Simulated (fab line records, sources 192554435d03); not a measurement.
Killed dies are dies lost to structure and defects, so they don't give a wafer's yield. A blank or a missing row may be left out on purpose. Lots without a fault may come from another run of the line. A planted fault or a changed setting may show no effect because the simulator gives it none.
Chamber matching | flow n5_finfet | N5_MOL_CONTACT_COAG_ETCH_106 on rie_diel-06: 4 sister chambers
The step etches SOC in N2/H2, target depth 80 nm, overetch 16 nm, time 120 s. 16 wafers are shown with their chamber, then 8 later ones without.

WAFERS WITH THEIR CHAMBER
wafer  | chamber | showerhead_plenum_p_Torr (Torr) | drypump_motor_current_A (A) | throttle_valve_pct (%)
L074.3 | 1       | 2.42                            | 6.2                         | 17.93
L074.4 | 0       | 2.56                            | 5.3                         | 18.11
L074.5 | 3       | 2.60                            | 5.1                         | 17.96
L078.2 | 0       | 2.56                            | 5.3                         | 18.10
L078.3 | 1       | 2.41                            | 6.1                         | 17.93
L078.6 | 0       | 2.56                            | 5.3                         | 18.12
L079.1 | 0       | 2.56                            | 5.3                         | 18.13
L079.2 | 3       | 2.60                            | 5.1                         | 17.97
L079.3 | 1       | 2.41                            | 6.1                         | 17.94
L079.4 | 2       | 2.70                            | 5.3                         | 17.64
L079.5 | 1       | 2.41                            | 6.2                         | 17.94
L079.6 | 0       | 2.56                            | 5.3                         | 18.11
L086.1 | 2       | 2.69                            | 5.3                         | 17.64
L086.4 | 1       | 2.41                            | 6.2                         | 17.94
L086.6 | 2       | 2.69                            | 5.3                         | 17.62
L088.1 | 2       | 2.69                            | 5.3                         | 17.62

SIGNATURES (means of the wafers above)
reading                  | chamber 0 | chamber 1 | chamber 2 | chamber 3 | scatter within a chamber
showerhead_plenum_p_Torr | 2.5600    | 2.4120    | 2.6925    | 2.6000    | 0.00359
drypump_motor_current_A  | 5.300     | 6.160     | 5.300     | 5.100     | 0.0316
throttle_valve_pct       | 18.1140   | 17.9360   | 17.6300   | 17.9650   | 0.00953
Rule: a wafer's distance from a chamber is the root of the sum, over the readings, of the square of ((its reading less the chamber's mean) divided by the reading's scatter). The wafer belongs to the nearest chamber; if the next one is less than 2 further off, it can't be placed. The scatter: the root of (the sum of the squares of (reading less its chamber's mean) over the shown wafers, divided by (wafers less chambers)).

WAFERS WITHOUT THEIR CHAMBER
wafer  | showerhead_plenum_p_Torr (Torr) | drypump_motor_current_A (A) | throttle_valve_pct (%)
L088.2 | 2.56                            | 5.3                         | 18.14
L088.3 | 2.41                            | 6.2                         | 17.96
L088.4 | 2.69                            | 5.3                         | 17.65
L088.5 | 2.41                            | 6.2                         | 17.96
L088.6 | 2.56                            | 5.3                         | 18.15
L094.2 | 2.69                            | 5.3                         | 17.67
L094.3 | 2.40                            | 6.1                         | 17.97
L094.6 | 2.40                            | 6.1                         | 17.97

WHICH CHAMBER EACH WENT THROUGH
wafer  | from the rows above | in truth
L088.2 | 0                   | 0
L088.3 | 1                   | 1
L088.4 | 2                   | 2
L088.5 | 1                   | 1
L088.6 | 0                   | 0
L094.2 | 2                   | 2
L094.3 | 1                   | 1
L094.6 | 1                   | 1
Placed correctly: 8 of 8. Can't be placed from these rows: 0. Placed wrongly: 0.
